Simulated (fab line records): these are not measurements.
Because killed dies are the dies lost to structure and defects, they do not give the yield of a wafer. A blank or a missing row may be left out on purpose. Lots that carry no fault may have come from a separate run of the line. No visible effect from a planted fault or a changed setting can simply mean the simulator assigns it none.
fab line records | flow nand-harc
record: lots: 12 | wafers: 36 | last-day: 24
route steps=1159 shown P_ZERO_WELL@31 P_GATE@119 END@1159
lots that met no fault: taken from a fault-free run of the same line
start-h: the number of hours between the record's first day and the start of the first shown wafer of the lot | wait-h: how many hours have passed since the lot's step before this one | " repeats the value in the row above | L1.1+2: several wafers, shown together as one row | - no value, or no start was given | * or withheld: withheld | < > ~ a bound
route shown NAME@n: names a module that has steps shown in the file, with the first one's number in the route | usual: the fault-free wafers' mean and standard deviation | same: alike in all rows | chamber/n: place in a boat | sites: readings site by site | _std_site: the standard deviation of these | _edge_site: outer sites' mean less inner sites' | radius-mm: how far each site lies from the wafer's centre | mask NAME#n: copy n | behind: the tool/chamber that last shaped the wafer | hold: cause of the lot's hold/its duration in hours/its outcome | device: transistor that didn't switch, given as n, p or np | end of line: the tests these same wafers got at the end of their route | step lacking rows: just its recipe | killed: the dies lost at the first sort to structure and to defects; this is not the yield of the wafer | map: shows each die of a wafer: x if killed, . if not, _ if none is there
set.NAME: the setting as run; set.NAME@STEP: as run at that earlier step | model.NAME: the simulator's own value behind a step, which no gauge read
a sample of lots followed through the steps of the route, with each step as a table and each wafer as a row
services: from which hour (start-h, from the record's first day; less than 0 if before it) a tool's chamber was out of use, for how many hours, and why
== steps ==
step: NHARC_P_ZERO_WELL_DESCUM_26
recipe: time-s: 3 | o2-flow-sccm: 200 | ar-flow-sccm: 0 | bias-power-w: 0 | chemistry: O2
usual: drypump-motor-current-A: 5.6/0.44 | oes-product-au: 0.997/0.012 | rf-vpp-V: 57.9/0.85 | showerhead-plenum-p-Torr: 1.90/0.073 | throttle-valve-pct: 11.310/0.0092
same: time-s: 3
lot.wafer | tool        | chamber | start-h | wait-h | drypump-motor-current-A | oes-product-au | rf-hours-counter-h | rf-vpp-V | showerhead-plenum-p-Torr | throttle-valve-pct
L596.2    | rie-diel-10 | 2       | 14.66   | -      | 5.9                     | 1.010          | 0.3                | 57.7     | 1.94                     | 11.316
L596.4    | "           | 3       | "       | "      | 6.3                     | 0.982          | 0.3                | 57.7     | 1.92                     | 11.317
L596.1    | "           | 1       | "       | "      | 5.2                     | 0.992          | 0.3                | 58.2     | 2.04                     | 11.321
L599.4    | rie-diel-01 | 0       | 32.68   | -      | 5.2                     | 0.994          | 5.7                | 58.6     | 1.96                     | 11.317
L599.5    | "           | 1       | "       | "      | 5.6                     | 0.987          | -                  | 57.7     | 1.84                     | 11.298
L599.6    | "           | 2       | "       | "      | 6.6                     | 0.977          | -                  | 57.9     | 1.92                     | 11.313
L601.4    | rie-diel-10 | 1       | 44.77   | -      | 5.2                     | 0.990          | 2.7                | 57.3     | 2.04                     | 11.305
L601.3    | "           | 0       | "       | "      | 5.4                     | 0.996          | 3.6                | 57.5     | 1.90                     | 11.327
L601.5    | "           | 1       | "       | "      | 5.1                     | 0.983          | -                  | 58.5     | 2.04                     | 11.317
L602.3    | rie-diel-10 | 0       | 51.01   | -      | 5.4                     | 0.990          | 3.7                | 57.7     | 1.90                     | 11.320
L602.4    | "           | 1       | "       | "      | 5.1                     | 1.000          | 2.9                | 58.6     | 2.04                     | 11.320
L602.6    | "           | 2       | "       | "      | 5.8                     | 1.003          | -                  | 56.6     | 1.94                     | 11.312
L603.4    | rie-diel-01 | 2       | 56.65   | -      | 6.6                     | 0.973          | 6.9                | 57.9     | 1.92                     | 11.280
L603.1    | "           | 1       | "       | "      | 5.5                     | 0.980          | 6.3                | 55.6     | 1.84                     | 11.319
L603.5    | "           | 3       | "       | "      | 5.6                     | 0.997          | -                  | 57.0     | 1.87                     | 11.319
L605.4    | rie-diel-10 | 3       | 68.78   | -      | 6.3                     | 0.995          | 4.7                | 57.2     | 1.92                     | 11.315
L605.3    | "           | 0       | "       | "      | 5.4                     | 0.993          | 4.7                | 58.1     | 1.90                     | 11.302
L605.5    | "           | 3       | "       | "      | 6.3                     | 1.002          | -                  | 57.9     | 1.92                     | 11.301
L606.1    | rie-diel-03 | 2       | 74.61   | -      | 5.0                     | 1.008          | 2.3                | 58.1     | 1.79                     | 11.312
L606.4    | "           | 0       | "       | "      | 5.3                     | 0.987          | 2.4                | 59.4     | 1.94                     | 11.319
L606.5    | "           | 3       | "       | "      | 5.7                     | 1.008          | -                  | 57.2     | 1.86                     | 11.308
L607.4    | rie-diel-03 | 3       | 80.76   | -      | 5.7                     | 1.001          | 2.2                | 57.8     | 1.86                     | 11.319
L607.2    | "           | 0       | "       | "      | 5.3                     | 0.988          | 2.4                | 57.5     | 1.94                     | 11.300
L607.6    | "           | 1       | "       | "      | 5.9                     | 1.006          | -                  | 56.2     | 1.80                     | 11.313
L608.2    | rie-diel-01 | 3       | 86.68   | -      | 5.5                     | 0.999          | 8.6                | 54.8     | 1.87                     | 11.312
L608.5    | "           | 0       | "       | "      | 5.2                     | 1.007          | -                  | 57.7     | 1.95                     | 11.312
L608.6    | "           | 1       | "       | "      | 5.6                     | 0.969          | -                  | 58.5     | 1.84                     | 11.293
L611.4    | rie-diel-03 | 1       | 105.04  | -      | 5.9                     | 1.022          | 4.5                | 57.9     | 1.80                     | 11.313
L611.1    | "           | 2       | "       | "      | 5.0                     | 1.001          | 3.9                | 57.0     | 1.79                     | 11.294
L611.5    | "           | 0       | "       | "      | 5.3                     | 0.987          | -                  | 59.5     | 1.94                     | 11.309
L614.3    | rie-diel-01 | 1       | 122.83  | -      | 5.5                     | 0.981          | 10.8               | 57.4     | 1.84                     | 11.299
L614.6    | "           | 3       | "       | "      | 5.5                     | 1.003          | -                  | 56.5     | 1.87                     | 11.303
L614.4    | "           | 1       | "       | "      | 5.6                     | 0.978          | -                  | 57.7     | 1.84                     | 11.304
L619.3    | rie-diel-01 | 3       | 152.76  | -      | 5.5                     | 0.997          | 0.5                | 58.1     | 1.86                     | 11.297
L619.6    | "           | 3       | "       | "      | 5.5                     | 0.998          | -                  | 58.0     | 1.87                     | 11.309
L619.5    | "           | 1       | "       | "      | 5.5                     | 0.991          | -                  | 58.6     | 1.84                     | 11.306
step: NHARC_P_GATE_EXPOSE_08
recipe: na: 0.6 | dose-mj: 16.75 | mask-id: P_HV
lot.wafer  | tool           | chamber | start-h | wait-h | mask
L596.1+2+4 | krf-scanner-02 | 0       | 75.35   | -      | P_HV#0
L599.4+5+6 | krf-scanner-02 | 0       | 92.99   | -      | P_HV#0
L601.3+4+5 | krf-scanner-01 | 0       | 103.97  | -      | P_HV#0
L602.3+4+6 | krf-scanner-02 | 0       | 104.13  | -      | P_HV#0
L603.1+4+5 | krf-scanner-04 | 0       | 115.73  | -      | P_HV#0
L605.3+4+5 | krf-scanner-02 | 0       | 123.83  | -      | P_HV#0
L606.1+4+5 | krf-scanner-02 | 0       | 133.95  | -      | P_HV#0
L607.2+4+6 | krf-scanner-01 | 0       | 134.12  | -      | P_HV#0
L608.2+5+6 | krf-scanner-01 | 0       | 151.59  | -      | P_PSD#0
L611.1+4+5 | krf-scanner-01 | 0       | 169.15  | -      | P_HV#0
L614.3+4+6 | krf-scanner-02 | 0       | 183.57  | -      | P_HV#0
L619.3+5+6 | krf-scanner-04 | 0       | 213.31  | -      | P_HV#0
step: NHARC_P_GATE_CD_MEAS_11
recipe: target-cd-nm: 1640 | landing-energy-ev: 500
usual: cd-nm: 1640.1/1.7
lot.wafer | tool      | chamber | start-h | wait-h | cd-nm
L596.1    | cd-sem-02 | 0       | 75.51   | -      | 1642.3
L596.2    | "         | 0       | "       | "      | 1642.6
L596.4    | "         | 0       | "       | "      | 1644.0
L599.4    | cd-sem-01 | 0       | 93.14   | -      | 1639.4
L599.5    | "         | 0       | "       | "      | 1637.7
L599.6    | "         | 0       | "       | "      | 1636.7
L601.3    | cd-sem-01 | 0       | 104.12  | -      | 1639.7
L601.4    | "         | 0       | "       | "      | 1641.4
L601.5    | "         | 0       | "       | "      | 1637.5
L602.3    | cd-sem-01 | 0       | 104.28  | -      | 1639.3
L602.4    | "         | 0       | "       | "      | 1640.2
L602.6    | "         | 0       | "       | "      | 1640.6
L603.1    | cd-sem-02 | 0       | 115.89  | -      | 1640.4
L603.4    | "         | 0       | "       | "      | 1638.5
L603.5    | "         | 0       | "       | "      | 1636.0
L605.3    | cd-sem-03 | 0       | 123.98  | -      | 1639.5
L605.4    | "         | 0       | "       | "      | 1639.9
L605.5    | "         | 0       | "       | "      | 1637.6
L606.1    | cd-sem-02 | 0       | 134.11  | -      | 1638.3
L606.4    | "         | 0       | "       | "      | 1639.3
L606.5    | "         | 0       | "       | "      | 1641.4
L607.2    | cd-sem-02 | 0       | 134.27  | -      | 1640.3
L607.4    | "         | 0       | "       | "      | 1638.9
L607.6    | "         | 0       | "       | "      | 1638.6
L608.2    | cd-sem-02 | 0       | 151.75  | -      | -
L608.5    | "         | 0       | "       | "      | -
L608.6    | "         | 0       | "       | "      | -
L611.1    | cd-sem-01 | 0       | 169.31  | -      | 1640.4
L611.4    | "         | 0       | "       | "      | 1640.1
L611.5    | "         | 0       | "       | "      | 1639.8
L614.3    | cd-sem-01 | 0       | 183.72  | -      | 1642.5
L614.4    | "         | 0       | "       | "      | 1643.3
L614.6    | "         | 0       | "       | "      | 1643.6
L619.3    | cd-sem-02 | 0       | 213.46  | -      | 1636.0
L619.5    | "         | 0       | "       | "      | 1638.6
L619.6    | "         | 0       | "       | "      | 1640.5
step: NHARC_P_GATE_STRIP_108
recipe: o2-flow-sccm: 500 | ar-flow-sccm: 0 | bias-w: 0 | chemistry: O2
usual: drypump-motor-current-A: 5.6/0.42 | oes-product-au: 1.004/0.0072 | rf-vpp-V: 57.8/0.86 | showerhead-plenum-p-Torr: 3.60/0.13 | throttle-valve-pct: 17.036/0.01
same: bias-w: 0
lot.wafer | tool        | chamber | start-h | wait-h | drypump-motor-current-A | oes-product-au | rf-hours-counter-h | rf-vpp-V | showerhead-plenum-p-Torr | throttle-valve-pct
L596.1    | rie-diel-06 | 2       | 90.54   | -      | 5.0                     | 1.004          | 10                 | 58.3     | 3.65                     | 17.035
L596.4    | "           | 3       | "       | "      | 6.1                     | 0.998          | 10                 | 57.8     | 3.61                     | 17.035
L596.2    | "           | 1       | "       | "      | 6.0                     | 1.004          | 8                  | 57.5     | 3.47                     | 17.043
L599.4    | rie-diel-11 | 1       | 108.87  | -      | 5.7                     | 1.000          | 17                 | 57.6     | 3.68                     | 17.050
L599.6    | "           | 3       | "       | "      | 5.6                     | 0.996          | -                  | 57.7     | 3.77                     | 17.029
L599.5    | "           | 0       | "       | "      | 5.1                     | 1.006          | -                  | 56.5     | 3.36                     | 17.036
L602.4    | rie-diel-11 | 0       | 120.28  | -      | 5.1                     | 1.014          | 16                 | 56.4     | 3.35                     | 17.031
L602.3    | "           | 1       | "       | "      | 5.7                     | 1.002          | 20                 | 58.6     | 3.68                     | 17.038
L602.6    | "           | 2       | "       | "      | 5.4                     | 1.011          | -                  | 58.1     | 3.68                     | 17.034
L601.4    | rie-diel-11 | 1       | 120.67  | -      | 5.7                     | 1.002          | 20                 | 59.3     | 3.68                     | 17.023
L601.3    | "           | 2       | "       | "      | 5.4                     | 0.990          | 22                 | 56.2     | 3.68                     | 17.035
L601.5    | "           | 0       | "       | "      | 5.1                     | 1.016          | -                  | 58.5     | 3.35                     | 17.045
L603.1    | rie-diel-11 | 3       | 134.52  | -      | 5.6                     | 1.007          | 23                 | 57.4     | 3.76                     | 17.036
L603.4    | "           | 1       | "       | "      | 5.8                     | 1.002          | 22                 | 57.1     | 3.68                     | 17.027
L603.5    | "           | 3       | "       | "      | 5.6                     | 1.002          | -                  | 57.9     | 3.76                     | 17.051
L605.4    | rie-diel-06 | 2       | 138.87  | -      | 5.0                     | 1.003          | 24                 | 58.7     | 3.64                     | 17.052
L605.3    | "           | 0       | "       | "      | 5.7                     | 1.005          | 23                 | 56.8     | 3.33                     | 17.039
L605.5    | "           | 2       | "       | "      | 5.0                     | 1.007          | -                  | 56.8     | 3.64                     | 17.051
L607.4    | rie-diel-09 | 0       | 149.61  | -      | 4.8                     | 1.003          | 23                 | 59.4     | 3.54                     | 17.048
L607.2    | "           | 1       | "       | "      | 5.8                     | 1.001          | 23                 | 57.7     | 3.61                     | 17.043
L607.6    | "           | 1       | "       | "      | 5.8                     | 1.006          | -                  | 58.5     | 3.61                     | 17.022
L606.4    | rie-diel-06 | 2       | 149.62  | -      | 5.0                     | 1.010          | 29                 | 57.9     | 3.63                     | 17.037
L606.1    | "           | 3       | "       | "      | 6.1                     | 1.000          | 29                 | 58.2     | 3.60                     | 17.039
L606.5    | "           | 2       | "       | "      | 5.0                     | 1.009          | -                  | 58.4     | 3.63                     | 17.046
L608.2    | rie-diel-11 | 0       | 166.41  | -      | 5.1                     | 1.013          | 23                 | 57.8     | 3.35                     | 17.047
L608.6    | "           | 1       | "       | "      | 5.7                     | 1.002          | -                  | 58.1     | 3.68                     | 17.038
L608.5    | "           | 2       | "       | "      | 5.4                     | 1.009          | -                  | 57.4     | 3.68                     | 17.027
L611.4    | rie-diel-11 | 0       | 186.11  | -      | 5.1                     | 1.017          | 26                 | 58.2     | 3.35                     | 17.050
L611.1    | "           | 1       | "       | "      | 5.7                     | 1.006          | 30                 | 57.5     | 3.68                     | 17.058
L611.5    | "           | 3       | "       | "      | 5.6                     | 1.007          | -                  | 57.7     | 3.76                     | 17.027
L614.3    | rie-diel-09 | 1       | 198.37  | -      | 5.7                     | 1.010          | 39                 | 57.5     | 3.60                     | 17.058
L614.4    | "           | 2       | "       | "      | 6.2                     | 0.991          | 36                 | 57.7     | 3.62                     | 17.018
L614.6    | "           | 1       | "       | "      | 5.7                     | 1.006          | -                  | 57.8     | 3.60                     | 17.029
L619.3    | rie-diel-09 | 3       | 228.47  | -      | 6.3                     | 1.000          | 48                 | 55.8     | 3.60                     | 17.043
L619.5    | "           | 3       | "       | "      | 6.3                     | 1.003          | -                  | 58.5     | 3.60                     | 17.037
L619.6    | "           | 0       | "       | "      | 4.8                     | 1.013          | -                  | 58.2     | 3.52                     | 17.038
step: NHARC_P_GATE_RTA_64
recipe: temp-c: 1050 | time-s: 1
usual: lamp-power-pct: 39.9/1.4 | lamp_zone_6_pct: 39.8/1.4 | wafer_temp_C_max: 1055.9/1.8
same: time-s: 1
lot.wafer | tool          | chamber | start-h | wait-h | lamp-power-pct | lamp_zone_6_pct | wafer_temp_C_max
L596.1    | rtp-anneal-01 | 0       | 108.04  | -      | 38.2           | 38.2            | 1053.1
L596.2    | "             | 0       | "       | "      | 38.3           | 38.2            | 1053.9
L596.4    | "             | 0       | "       | "      | 38.3           | 38.2            | 1053.0
L599.4    | rtp-anneal-02 | 0       | 125.36  | -      | 41.1           | 41.0            | 1059.3
L599.5    | "             | 0       | "       | "      | 41.1           | 40.9            | 1056.8
L599.6    | "             | 0       | "       | "      | 41.0           | 41.0            | 1059.2
L602.3    | rtp-anneal-01 | 0       | 136.65  | -      | 38.3           | 38.3            | 1054.1
L602.4    | "             | 0       | "       | "      | 38.3           | 38.2            | 1055.1
L602.6    | "             | 0       | "       | "      | 38.3           | 38.2            | 1054.9
L601.3    | rtp-anneal-02 | 0       | 137.44  | -      | 41.0           | 41.0            | 1057.5
L601.4    | "             | 0       | "       | "      | 41.1           | 41.0            | 1056.0
L601.5    | "             | 0       | "       | "      | 41.1           | 41.0            | 1054.5
L603.1    | rtp-anneal-02 | 0       | 153.03  | -      | 41.0           | 41.0            | 1058.3
L603.4    | "             | 0       | "       | "      | 41.0           | 40.9            | 1057.8
L603.5    | "             | 0       | "       | "      | 41.0           | 41.0            | 1057.4
L605.3    | rtp-anneal-01 | 0       | 156.10  | -      | 38.2           | 38.1            | 1054.1
L605.4    | "             | 0       | "       | "      | 38.2           | 38.2            | 1053.5
L605.5    | "             | 0       | "       | "      | 38.2           | 38.2            | 1053.3
L607.2    | rtp-anneal-02 | 0       | 166.21  | -      | 41.1           | 41.0            | 1059.1
L607.4    | "             | 0       | "       | "      | 41.0           | 41.0            | 1057.6
L607.6    | "             | 0       | "       | "      | 41.1           | 41.0            | 1057.0
L606.1    | rtp-anneal-02 | 0       | 166.38  | -      | 41.0           | 40.9            | 1055.4
L606.4    | "             | 0       | "       | "      | 41.0           | 41.0            | 1057.3
L606.5    | "             | 0       | "       | "      | 41.0           | 41.0            | 1058.7
L608.2    | rtp-anneal-02 | 0       | 185.07  | -      | 41.0           | 41.0            | 1057.7
L608.5    | "             | 0       | "       | "      | 41.0           | 41.0            | 1056.7
L608.6    | "             | 0       | "       | "      | 41.1           | 41.0            | 1055.3
L611.1    | rtp-anneal-01 | 0       | 202.10  | -      | 38.3           | 38.3            | 1054.4
L611.4    | "             | 0       | "       | "      | 38.3           | 38.2            | 1054.5
L611.5    | "             | 0       | "       | "      | 38.3           | 38.2            | 1053.6
L614.3    | rtp-anneal-02 | 0       | 215.07  | -      | 41.1           | 40.9            | 1055.4
L614.4    | "             | 0       | "       | "      | 41.0           | 40.9            | 1057.5
L614.6    | "             | 0       | "       | "      | 41.0           | 41.0            | 1058.5
L619.3    | rtp-anneal-02 | 0       | 245.38  | -      | 41.1           | 41.0            | 1057.1
L619.5    | "             | 0       | "       | "      | 41.0           | 41.0            | 1058.8
L619.6    | "             | 0       | "       | "      | 41.0           | 41.0            | 1056.9
step: NHARC_END_SORT_01
recipe: temp-c: 25
usual: killed-at-array: 26/11 | killed-at-other: 0.6/1 | killed-at-periphery: 3.1/2.1 | killed-dies: 30/11 | killed-open: 3.4/1.8 | killed-short: 2.1/1.5
same: gross-dies: 677
lot.wafer | tool      | chamber | start-h | wait-h | killed-at-array | killed-at-other | killed-at-periphery | killed-dies | killed-open | killed-short
L608.2    | prober-02 | 0       | 511.55  | 2.8    | 13              | 0               | 664                 | 677         | 7           | 2
L608.5    | prober-02 | 0       | 513.95  | 3.7    | 14              | 0               | 663                 | 677         | 2           | 3
L608.6    | prober-02 | 0       | 514.75  | 4.0    | 6               | 1               | 670                 | 677         | 3           | 0
killed by level:class
L608.2 P_GATE:area-expose=657 P_CONTACT:geometric-particle:open=3 A_CHANNEL_HOLE_D1:chamber-film-flake=3 A_SOURCE_PLATE:geometric-particle:open=2 P_STI:chamber-film-flake=2 A_STAIRCASE:chamber-film-flake=2 P_GATE:geometric-particle:open=1 P_M0:geometric-particle:short=1
L608.5 P_GATE:area-expose=659 A_BONDPAD:chamber-film-flake=5 A_CHANNEL_HOLE_D1:chamber-film-flake=4 P_M0:geometric-particle:short=1 P_M0:geometric-particle:open=1 A_CONTACT:geometric-particle:short=1 A_CONTACT:geometric-particle:open=1 A_M0:geometric-particle:short=1
L608.6 P_GATE:area-expose=665 A_CHANNEL_HOLE_D1:chamber-film-flake=3 P_CONTACT:geometric-particle:open=2 A_SGD_CUT:geometric-particle:open=1 P_STI:chamber-film-flake=1 P_GATE:chamber-film-flake=1 P_M2:chamber-film-flake=1 A_SLIT:chamber-film-flake=1
== services ==
tool           | chamber | start-h | hours | kind
rie-diel-10    | -       | -0.50   | 9.0   | pm
rie-diel-03    | 0       | 4.98    | 21.9  | repair
rie-diel-09    | 3       | 7.42    | 2.6   | repair
rie-diel-03    | 2       | 11.55   | 8.8   | repair
rie-diel-11    | -       | 12.50   | 9.0   | pm
rie-diel-03    | 1       | 14.01   | 18.4  | repair
krf-scanner-02 | -       | 38.00   | 4.0   | pm
rie-diel-11    | 1       | 39.34   | 4.9   | repair
rie-diel-11    | 0       | 49.92   | 21.8  | repair
krf-scanner-01 | -       | 67.12   | 0.4   | repair
krf-scanner-01 | -       | 74.48   | 9.6   | repair
krf-scanner-01 | -       | 84.11   | 4.0   | pm
rie-diel-10    | -       | 85.42   | 0.1   | repair
rie-diel-10    | 3       | 104.03  | 17.4  | repair
rie-diel-01    | 0       | 108.72  | 17.7  | repair
rie-diel-01    | -       | 134.60  | 1.0   | repair
rie-diel-01    | -       | 137.80  | 9.0   | pm
rie-diel-10    | 0       | 147.71  | 6.0   | repair
rie-diel-01    | 2       | 151.45  | 9.2   | repair
krf-scanner-02 | -       | 152.48  | 0.2   | repair
rie-diel-10    | -       | 176.50  | 9.0   | pm
rie-diel-11    | -       | 189.50  | 9.0   | pm
krf-scanner-02 | -       | 210.00  | 4.0   | pm
rie-diel-11    | -       | 210.24  | 0.9   | repair
== key ==
first-sign: step: NHARC_P_GATE_EXPOSE_08 | reading: mask | direction: changed
effect: step: NHARC_P_GATE_CD_MEAS_11 | reading: cd-nm | direction: missing
effect: step: NHARC_END_SORT_01 | reading: killed-at-periphery | direction: up | sigmas: 99+ | usual: 3.1 | struck: 665.7
more-kills-born-at: NHARC_P_GATE_EXPOSE_08@krf-scanner-01: 1981
met-at NHARC_P_GATE_EXPOSE_08
struck-lots L608
later-rows-left-out L608.2,L608.5,L608.6
tester-left-out L608
not-acting-at NHARC_P_ZERO_WELL_DESCUM_26,NHARC_P_GATE_STRIP_108,NHARC_P_GATE_RTA_64
onset-between 134.12 151.59
fault: kind: wrong-mask | tool: any | chamber: - | onset-h: 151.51 | steps: NHARC_P_GATE_EXPOSE_08 | aux-copy: P_PSD#0 | scope: struck-lots-only
tester-left-out: of these lots the tester's yield and bins aren't shown, on N5 and GAA mostly nor the transistor test; their killed dies are dies lost to structure and defects alone, not to doping, threshold or leakage, so they don't give the yield
later-rows-left-out: the simulator's readings of these wafers behind a module that went badly wrong aren't trusted and aren't shown, but for the sort
